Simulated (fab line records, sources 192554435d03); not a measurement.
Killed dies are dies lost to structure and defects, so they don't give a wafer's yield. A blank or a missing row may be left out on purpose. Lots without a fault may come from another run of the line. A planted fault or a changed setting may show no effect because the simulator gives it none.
fab line records | flow n5_finfet
record lots=6 wafers=17 last_day=19
route steps=1938 shown SD_EPI_N@269 PASSIVATION@1936
lots that met no fault: from a run of the same line without faults
start_h: hours from the record's first day to the start of the lot's first wafer shown | wait_h: hours since the lot's step before | " the same as in the row above | L1.1+2: a row that stands for several wafers | - no value, or no start given | * or withheld: withheld | < > ~ a bound
route shown NAME@n: a module of which the file shows steps, and the number in the route of the first | usual: mean/standard deviation of fault-free wafers | same: alike in all rows | chamber/n: place in a boat | sites: the reading at each site | _std_site: their standard deviation | _edge_site: outer sites' mean less inner sites' | radius_mm: how far each site lies from the wafer's centre | mask NAME#n: copy n | behind: the tool/chamber that last shaped the wafer | hold: why the lot was held/for how many hours/how that ended | device: the transistor (n, p or np) that didn't switch | end of line: the same wafers' tests at the end of the route | a step without rows: its recipe alone | killed: dies lost to structure and defects at the first sort, not the wafer's yield | map: a wafer's dies, x killed, . not, _ none there
set.NAME: the setting as run; set.NAME@STEP: as run at that earlier step | model.NAME: the simulator's own value behind a step, which no gauge read
lots at some steps of the route; a table a step, a row a wafer
services: from which hour (start_h, from the record's first day; less than 0 if before it) a tool's chamber was out of use, for how many hours, and why
## steps
# step N5_SD_EPI_N_DEVELOP_08
# recipe develop_time_s=30 developer=TMAH resist=CAR-ArF-block dev_temp_c=23 rinse_liquid=diw dry=air_spin
# step N5_SD_EPI_N_CD_MEAS_09
# recipe target_cd_nm=120 landing_energy_ev=500 detector=se_inlens
# usual cd_nm=120.2/0.65
# columns lot.wafer tool chamber start_h wait_h cd_nm
L334.1 cd_sem-02 0 60.36 - 121.1
L334.4 " 0 " " 120.8
L334.6 " 0 " " 120.7
L342.3 cd_sem-01 0 106.47 - 120.6
L342.6 " 0 " " 119.4
L344.3 cd_sem-02 0 117.40 - 119.8
L344.4 " 0 " " 120.5
L344.5 " 0 " " 119.7
L345.1 cd_sem-01 0 121.79 - 121.1
L345.5 " 0 " " 119.3
L345.6 " 0 " " 120.0
L353.1 cd_sem-01 0 171.48 - 120.3
L353.5 " 0 " " 121.2
L353.6 " 0 " " 120.6
L354.1 cd_sem-01 0 174.55 - 120.2
L354.2 " 0 " " 119.5
L354.6 " 0 " " 119.1
# step N5_SD_EPI_N_OVL_MEAS_10
# recipe points_per_wafer=44
# usual SD_N_BLK_OVL=0.2/0.76
# columns lot.wafer tool chamber start_h wait_h SD_N_BLK_OVL[nm]
L334.1 overlay-01 0 60.39 0.0 0.8
L334.4 " 0 " " -0.3
L334.6 " 0 " " -0.8
L342.3 overlay-01 0 106.50 0.0 1.6
L342.6 " 0 " " 0.5
L344.3 overlay-02 0 117.43 0.0 1.5
L344.4 " 0 " " 0.9
L344.5 " 0 " " 0.5
L345.1 overlay-02 0 121.82 0.0 -0.1
L345.5 " 0 " " -0.2
L345.6 " 0 " " 0.7
L353.1 overlay-01 0 171.51 0.0 0.3
L353.5 " 0 " " 0.6
L353.6 " 0 " " 1.0
L354.1 overlay-02 0 174.58 0.0 0.3
L354.2 " 0 " " 0.6
L354.6 " 0 " " 0.8
# step N5_SD_EPI_N_INSPECT_11
# recipe mode=adi inspect_instrument=macro
# usual raw_defect_count=2.1/1.4
# columns lot.wafer tool chamber start_h wait_h raw_defect_count
L334.1 defect_inspect-01 - 60.41 0.0 1
L334.4 " - " " 1
L334.6 " - " " 0
L342.3 defect_inspect-02 - 106.53 0.0 2
L342.6 " - " " 0
L344.3 defect_inspect-01 - 117.46 0.0 3
L344.4 " - " " 5
L344.5 " - " " 1
L345.1 defect_inspect-02 - 121.85 0.0 2
L345.5 " - " " 1
L345.6 " - " " 0
L353.1 defect_inspect-02 - 171.53 0.0 3
L353.5 " - " " 2
L353.6 " - " " 1
L354.1 defect_inspect-01 - 174.60 0.0 2
L354.2 " - " " 1
L354.6 " - " " 1
# step N5_SD_EPI_N_DESCUM_14
# recipe chemistry=O2 time_s=7.9 source_power_w=50 bias_power_w=20 pressure_mtorr=20 rf_frequency_hz=2.712e+07 temp_c=40 resist=CAR-ArF-block o2_flow_sccm=225
# step N5_SD_EPI_N_ETCH_34
# recipe chemistry=CF4 target=SiARC target_depth_a=455 mask_material=CAR-ArF-block time_s=75.8 ion_energy_ev=80 pressure_mtorr=40 source_w=545 bias_w=36 Ar_flow_sccm=100 cf4_flow_sccm=100 ends=cleared
# usual drypump_motor_current_A=5.54/0.28 etch_rf_on_time_s=76.1/2.2 oes_product_au=0.66/0.087 rf_vpp_V=184.0/1.2 showerhead_plenum_p_Torr=2.14/0.074 throttle_valve_pct=15.56/0.2
# columns lot.wafer tool chamber start_h wait_h drypump_motor_current_A etch_rf_on_time_s oes_product_au rf_hours_counter_h rf_vpp_V showerhead_plenum_p_Torr throttle_valve_pct
L334.1 rie_diel-04 2 60.51 0.0 5.41 76.2 0.60 209 183.9 2.13 15.55
L334.4 " 3 " " 5.21 75.7 0.66 132 183.5 2.14 15.50
L334.6 " 1 " " 5.90 76.1 0.63 - 183.3 2.06 15.59
L342.3 rie_diel-03 0 106.59 0.0 5.84 81.3 0.58 248 184.7 2.19 15.40
L342.6 " 3 " " 5.45 73.6 0.77 - 185.5 2.17 15.43
L344.3 rie_diel-01 1 117.98 0.0 5.66 77.8 0.59 196 183.7 2.04 15.56
L344.4 " 2 " " 5.79 77.3 0.64 178 182.3 2.05 15.74
L344.5 " 0 " " 5.33 79.6 0.61 - 183.9 2.21 15.56
L345.1 rie_diel-03 0 121.92 0.0 5.83 80.3 0.57 254 184.7 2.18 15.41
L345.5 " 3 " " 5.42 72.3 0.76 - 184.0 2.17 15.45
L345.6 " 0 " " 5.83 80.4 0.57 - 183.9 2.18 15.42
L353.1 rie_diel-01 2 171.60 0.0 5.78 77.8 0.62 198 183.5 2.04 15.77
L353.5 " 1 " " 5.65 76.9 0.59 - 182.6 2.03 15.60
L353.6 " 2 " " 5.79 77.6 0.62 - 182.8 2.04 15.77
L354.1 rie_diel-01 1 174.67 0.0 5.63 77.2 0.59 217 182.9 2.03 15.61
L354.2 " 2 " " 5.75 78.6 0.61 200 183.1 2.04 15.78
L354.6 " 1 " " 5.62 77.8 0.58 - 182.3 2.03 15.60
# step N5_SD_EPI_N_ETCH_35
# recipe chemistry=N2/H2 target=SOC overetch_a=1080 mask_material=SiARC temp_c=40 ion_energy_ev=100 source_w=3000 bias_w=133 pressure_mtorr=20 time_s=486 n2_flow_sccm=200 h2_flow_sccm=200
# step N5_SD_EPI_N_STRIP_36
# recipe chemistry=N2/H2 temp_c=40 n2_flow_sccm=200 h2_flow_sccm=200 rf_frequency_hz=6e+07
# step N5_SD_EPI_N_ETCHBACK_44
# recipe chemistry=CH3F/O2 mode=anisotropic_etchback target=SiNx target_depth_a=145 stop_on=SiO2 over_etch_frac=0.3 ion_energy_ev=120 pressure_mtorr=30 source_w=395 bias_w=73 Ar_flow_sccm=150 CH3F_flow_sccm=30 O2_flow_sccm=20
# usual drypump_motor_current_A=5.54/0.28 oes_product_au=0.66/0.078 rf_vpp_V=294/4.5 showerhead_plenum_p_Torr=2.00/0.074 throttle_valve_pct=16.30/0.2
# columns lot.wafer tool chamber start_h wait_h drypump_motor_current_A oes_product_au rf_hours_counter_h rf_vpp_V showerhead_plenum_p_Torr throttle_valve_pct
L334.1 rie_diel-04 2 60.89 0.0 5.42 0.60 209 294 1.98 16.24
L334.4 " 3 " " 5.22 0.66 132 299 1.99 16.22
L334.6 " 1 " " 5.90 0.64 - 297 1.92 16.35
L342.3 rie_diel-03 0 106.97 0.0 5.82 0.60 248 296 2.05 16.17
L342.6 " 3 " " 5.44 0.76 - 283 2.03 16.16
L344.3 rie_diel-01 1 118.36 0.0 5.65 0.60 196 301 1.90 16.28
L344.4 " 2 " " 5.78 0.65 178 292 1.91 16.47
L344.5 " 0 " " 5.34 0.63 - 298 2.07 16.33
L345.1 rie_diel-03 0 122.30 0.0 5.83 0.59 254 296 2.05 16.18
L345.5 " 3 " " 5.47 0.75 - 283 2.02 16.18
L345.6 " 0 " " 5.82 0.59 - 296 2.05 16.16
L353.1 rie_diel-01 2 171.98 0.0 5.77 0.63 199 294 1.90 16.49
L353.5 " 1 " " 5.63 0.59 - 301 1.89 16.32
L353.6 " 2 " " 5.76 0.63 - 294 1.90 16.49
L354.1 rie_diel-01 1 175.05 0.0 5.64 0.60 217 301 1.89 16.33
L354.2 " 2 " " 5.78 0.62 200 295 1.90 16.49
L354.6 " 1 " " 5.64 0.59 - 300 1.89 16.34
# step N5_SD_EPI_N_ETCH_45
# recipe chemistry=CH3F/O2 target=SiOCN target_depth_a=60 mask_material=SOC ion_energy_ev=60 bias_w=29 pressure_mtorr=15 source_w=410 Ar_flow_sccm=150 CH3F_flow_sccm=30 O2_flow_sccm=20
# usual drypump_motor_current_A=5.53/0.28 oes_product_au=0.77/0.098 rf_vpp_V=127.4/1.1 showerhead_plenum_p_Torr=1.99/0.074 throttle_valve_pct=23.25/0.21
# columns lot.wafer tool chamber start_h wait_h drypump_motor_current_A oes_product_au rf_hours_counter_h rf_vpp_V showerhead_plenum_p_Torr throttle_valve_pct
L334.1 rie_diel-04 2 60.99 0.1 5.41 0.70 209 128.4 1.97 23.11
L334.4 " 3 " " 5.21 0.78 132 128.3 1.99 23.08
L334.6 " 1 " " 5.91 0.75 - 126.3 1.92 23.23
L342.3 rie_diel-03 0 107.07 0.1 5.82 0.67 248 128.0 2.05 22.96
L342.6 " 3 " " 5.43 0.89 - 129.2 2.02 23.21
L344.3 rie_diel-01 1 118.46 0.1 5.64 0.70 196 127.1 1.89 23.17
L344.4 " 2 " " 5.77 0.74 178 126.0 1.90 23.34
L344.5 " 0 " " 5.32 0.71 - 126.4 2.06 23.25
L345.1 rie_diel-03 0 122.40 0.1 5.81 0.67 254 126.8 2.04 22.96
L345.5 " 3 " " 5.43 0.88 - 126.6 2.02 23.24
L345.6 " 0 " " 5.83 0.67 - 126.4 2.04 22.97
L353.1 rie_diel-01 2 172.08 0.1 5.77 0.72 199 126.7 1.90 23.38
L353.5 " 1 " " 5.63 0.69 - 126.4 1.89 23.18
L353.6 " 2 " " 5.75 0.72 - 127.3 1.90 23.37
L354.1 rie_diel-01 1 175.15 0.1 5.65 0.69 217 127.6 1.89 23.19
L354.2 " 2 " " 5.77 0.72 200 127.0 1.90 23.37
L354.6 " 1 " " 5.63 0.69 - 127.8 1.89 23.18
# step N5_SD_EPI_N_ETCH_16
# recipe chemistry=CHF3/O2 target=SiO2 target_depth_a=50 mask_material=SOC pressure_mtorr=30 source_w=650 bias_w=170 Ar_flow_sccm=200 CHF3_flow_sccm=50 O2_flow_sccm=5 ion_energy_ev=200
# usual drypump_motor_current_A=5.54/0.28 oes_product_au=0.77/0.099 rf_vpp_V=517/8.5 showerhead_plenum_p_Torr=2.41/0.085 throttle_valve_pct=18.84/0.2
# columns lot.wafer tool chamber start_h wait_h drypump_motor_current_A oes_product_au rf_hours_counter_h rf_vpp_V showerhead_plenum_p_Torr throttle_valve_pct
L334.1 rie_diel-04 2 61.09 0.1 5.41 0.71 209 520 2.38 18.71
L334.4 " 3 " " 5.22 0.77 132 524 2.41 18.76
L334.6 " 1 " " 5.90 0.75 - 524 2.32 18.88
L342.3 rie_diel-03 0 107.17 0.1 5.85 0.68 248 523 2.47 18.65
L342.6 " 3 " " 5.44 0.90 - 500 2.44 18.73
L344.3 rie_diel-01 1 118.56 0.1 5.65 0.70 196 531 2.30 18.82
L344.4 " 2 " " 5.76 0.75 178 519 2.31 19.01
L344.5 " 0 " " 5.33 0.72 - 523 2.49 18.85
L345.1 rie_diel-03 0 122.50 0.1 5.82 0.67 254 522 2.47 18.67
L345.5 " 3 " " 5.44 0.89 - 500 2.43 18.74
L345.6 " 0 " " 5.83 0.66 - 520 2.47 18.67
L353.1 rie_diel-01 2 172.18 0.1 5.77 0.72 199 519 2.30 19.03
L353.5 " 1 " " 5.62 0.69 - 532 2.29 18.86
L353.6 " 2 " " 5.76 0.72 - 519 2.30 19.06
L354.1 rie_diel-01 1 175.25 0.1 5.64 0.68 217 531 2.29 18.87
L354.2 " 2 " " 5.79 0.72 200 518 2.30 19.05
L354.6 " 1 " " 5.65 0.69 - 531 2.29 18.88
# step N5_SD_EPI_N_STRIP_47
# recipe chemistry=CHF3/O2 resist=SiARC rf_frequency_hz=6e+07
# step N5_SD_EPI_N_SD_RECESS_17
# recipe chemistry=HBr/Cl2/O2 target_depth_a=410 mask_material=SOC time_s=23.7 bt_time_s=3 pressure_mtorr=10 icp_w=800 bias_w=112 HBr_flow_sccm=150 Cl2_flow_sccm=80 O2_flow_sccm=12
# usual drypump_motor_current_A=5.8/0.57 oes_product_au=1.005/0.01 throttle_valve_pct=37.0/0.33
# same time_s=23.7
# columns lot.wafer tool chamber start_h wait_h drypump_motor_current_A oes_product_au rf_hours_counter_h throttle_valve_pct model.SD_EPI_N.feature_depth_nm model.Si_of_WELL_APT_EPI_41.thk_nm model.etch.depth_nm
L334.1 rie_si-05 0 61.16 0.0 5.3 1.008 95 36.5 41.6 8.6 41.59
L334.4 " 3 " " 6.8 1.018 124 36.8 41 9.2 41.06
L334.6 " 3 " " 6.8 1.015 - 36.8 41.4 8.2 41.41
L342.3 rie_si-05 3 107.25 0.0 6.7 0.966 125 36.8 32.2 18.6 32.13
L342.6 " 0 " " 5.2 0.998 - 36.6 41.8 9.2 41.83
L344.3 rie_si-05 0 118.63 0.0 5.2 0.955 96 36.6 32.4 17.4 32.4
L344.4 " 3 " " 6.8 0.968 125 36.8 32 17.6 32.02
L344.5 " 3 " " 6.8 1.017 - 36.8 41 8.8 41.05
L345.1 rie_si-06 3 122.57 0.0 5.3 0.993 105 37.6 40.8 9.6 40.87
L345.5 " 2 " " 5.0 1.003 - 36.6 42 7.8 42.02
L345.6 " 1 " " 5.3 1.001 - 37.6 41.6 8.2 41.58
L353.1 rie_si-05 2 172.26 0.0 6.2 0.996 43 37.1 40.6 9.2 40.67
L353.5 " 0 " " 5.3 0.998 - 36.5 41.4 9 41.33
L353.6 " 1 " " 5.9 0.989 - 37.0 41.2 8.6 41.29
L354.1 rie_si-05 3 175.32 0.0 6.8 1.021 126 36.8 40.8 8.8 40.86
L354.2 " 1 " " 5.9 0.992 10 37.0 41.2 9.4 41.13
L354.6 " 2 " " 6.2 0.993 - 37.1 40.2 9.6 40.28
# step N5_SD_EPI_N_STRIP_38
# recipe chemistry=N2/H2 power_w=1000 temp_c=250 h2_frac=0.65 overash_fraction=0.3 pressure_mtorr=withheld n2_flow_sccm=1750 h2_flow_sccm=3250
# usual drypump_motor_current_A=6.0/0.61 heater_power_w=333/28 oes_product_au=0.760/0.012
# same overash_fraction=0.3
# columns lot.wafer tool chamber start_h wait_h drypump_motor_current_A heater_power_w oes_product_au rf_hours_counter_h
L334.1 plasma_asher-01 1 61.25 0.1 6.6 341 0.771 28
L334.4 " 0 " " 5.3 290 0.725 -
L334.6 " 0 " " 5.3 298 0.758 -
L342.3 plasma_asher-01 0 107.36 0.1 5.3 289 0.758 -
L342.6 " 0 " " 5.3 298 0.776 -
L344.3 plasma_asher-02 1 118.75 0.1 6.7 350 0.755 -
L344.4 " 0 " " 5.7 372 0.746 -
L344.5 " 1 " " 6.7 350 0.774 -
L345.1 plasma_asher-01 1 122.66 0.1 6.6 337 0.759 40
L345.5 " 0 " " 5.3 291 0.765 -
L345.6 " 1 " " 6.6 339 0.760 -
L353.1 plasma_asher-02 1 172.35 0.1 6.7 365 0.781 113
L353.5 " 1 " " 6.7 357 0.751 -
L353.6 " 0 " " 5.7 361 0.777 -
L354.1 plasma_asher-01 0 175.42 0.1 5.3 299 0.781 49
L354.2 " 1 " " 6.6 338 0.746 49
L354.6 " 0 " " 5.3 300 0.761 -
# step N5_SD_EPI_N_WET_ETCH_43
# recipe chemistry=dHF dilution=withheld time_s=14 target=SiO2 target_depth_a=15 temp_c=25
# step N5_SD_EPI_N_STRIP_18
# recipe chemistry=SPM time_s=750 temp_c=130 h2so4_h2o2_vol_ratio=4
# same time_s=750
# columns lot.wafer tool chamber start_h wait_h model.Si_of_WELL_APT_EPI_41.thk_nm
L334.1 wet_bench-05 0 61.35 0.0 8.2
L334.4 " 3 " " 8.8
L334.6 " 7 " " 8
L342.3 wet_bench-01 5 107.43 0.0 18.4
L342.6 " 4 " " 8.8
L344.3 wet_bench-06 1 118.83 0.0 17
L344.4 " 2 " " 17.2
L344.5 " 3 " " 8.6
L345.1 wet_bench-05 4 122.76 0.0 9.4
L345.5 " 2 " " 7.4
L345.6 " 3 " " 7.8
L353.1 wet_bench-01 1 172.44 0.0 8.8
L353.5 " 3 " " 8.6
L353.6 " 0 " " 8.2
L354.1 wet_bench-05 7 175.51 0.0 8.4
L354.2+6 " 2,6 " " 9.2
# step N5_SD_EPI_N_SRD_20
# recipe dry=ipa_marangoni do_ppb=5 time_s=30 temp_c=23 rinse_liquid=diw
# step N5_PASSIVATION_PROBE_49
# usual killed_at_M0_to_M3=33/11 killed_at_M4_up=15/6.2 killed_at_contacts=13/6.5 killed_at_front_end=38/11 killed_at_other=3.4/2.6 killed_dies=102/17 killed_open=67/12 killed_short=34/7.9
# same gross_dies=1180 killed_at_back_side=0
# columns lot.wafer tool chamber start_h wait_h killed_at_M0_to_M3 killed_at_M4_up killed_at_contacts killed_at_front_end killed_at_other killed_dies killed_open killed_short
L353.1 prober-02 - 434.76 0.7 21 15 16 22 5 79 52 26
L353.5 prober-02 - 434.96 0.9 23 7 19 22 4 75 47 24
L353.6 prober-02 - 435.01 1.0 25 9 21 48 8 111 80 30
# killed by level:class
L353.1 MOL_CONTACT_COAG:geometric_particle:open=13 BEOL_M3:geometric_particle:open=5 STI_FIN_REVEAL:geometric_particle:open=4 BEOL_M1:geometric_particle:open=4 BEOL_M1:geometric_particle:short=4 MOL_CONTACT_COAG:geometric_particle:short=3 BEOL_M0:geometric_particle:open=3 BEOL_M4:geometric_particle:open=3
L353.5 MOL_CONTACT_COAG:geometric_particle:open=13 MOL_CONTACT_COAG:geometric_particle:short=6 BEOL_M2:geometric_particle:open=5 BEOL_M0:geometric_particle:open=4 BEOL_M0_SAQP:geometric_particle:open=4 ZERO_LAYER:coat_microbubble_printed=4 STI_FIN_REVEAL:geometric_particle:open=3 DUMMY_GATE:geometric_particle:open=3
L353.6 STI_FIN_REVEAL:geometric_particle:open=18 MOL_CONTACT_COAG:geometric_particle:open=14 MOL_CONTACT_COAG:geometric_particle:short=7 BEOL_M0_SAQP:geometric_particle:open=6 DUMMY_GATE:geometric_particle:open=5 BEOL_M2:geometric_particle:open=5 STI_FIN_REVEAL:geometric_particle:short=4 GATE_CUT:geometric_particle:open=4
## services
# columns tool chamber start_h hours kind
rie_diel-01 - 37.50 1.2 repair
rie_diel-04 - 48.86 2.8 pm
rie_si-05 2 52.13 2.3 repair
rie_diel-04 0 55.90 3.5 repair
rie_diel-01 - 59.04 2.4 repair
rie_si-05 - 59.63 0.4 repair
rie_si-05 0 69.78 14.4 repair
rie_diel-01 3 71.90 8.0 repair
rie_si-06 0 82.82 81.4 repair
rie_diel-01 3 84.55 - clean
rie_diel-01 3 84.55 - consumable_replace:focus_ring
rie_diel-01 3 84.55 14.8 scheduled_down
rie_diel-01 3 84.55 14.8 vent_cycle
rie_diel-01 1 97.91 3.7 repair
rie_diel-03 2 100.81 - clean
rie_diel-03 2 100.81 - consumable_replace:focus_ring
rie_si-05 2 111.77 4.0 repair
plasma_asher-02 - 129.60 2.3 repair
rie_diel-01 0 130.07 9.3 repair
rie_diel-01 - 130.59 0.9 repair
rie_si-05 - 135.20 2.8 pm
rie_diel-03 - 149.57 2.8 pm
rie_diel-04 0 165.31 3.0 repair
plasma_asher-01 - 166.52 6.3 repair
## key
first_sign step=N5_SD_EPI_N_SD_RECESS_17 reading=oes_product_au direction=down sigmas=4.1 usual=1.005 struck=0.963
effect none on later readings
model_effect step=N5_SD_EPI_N_SD_RECESS_17 value=SD_EPI_N.feature_depth_nm without=41.27 struck=32.2
model_effect step=N5_SD_EPI_N_STRIP_18 value=Si_of_WELL_APT_EPI_41.thk_nm without=8.4 struck=17.53
met_at N5_SD_EPI_N_SD_RECESS_17
struck_wafers L342.3,L344.3,L344.4
tester_left_out L342,L344
onset_between 61.16 107.25
fault kind=process_parameter_drift tool=rie_si-05 chamber=- onset_h=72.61 steps=N5_SD_EPI_N_SD_RECESS_17 channel=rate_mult offset=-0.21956 shape=step end_h=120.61 scope=struck_wafers_only
# tester_left_out: of these lots the tester's yield and bins aren't shown, on N5 and GAA mostly nor the transistor test; their killed dies are dies lost to structure and defects alone, not to doping, threshold or leakage, so they don't give the yield
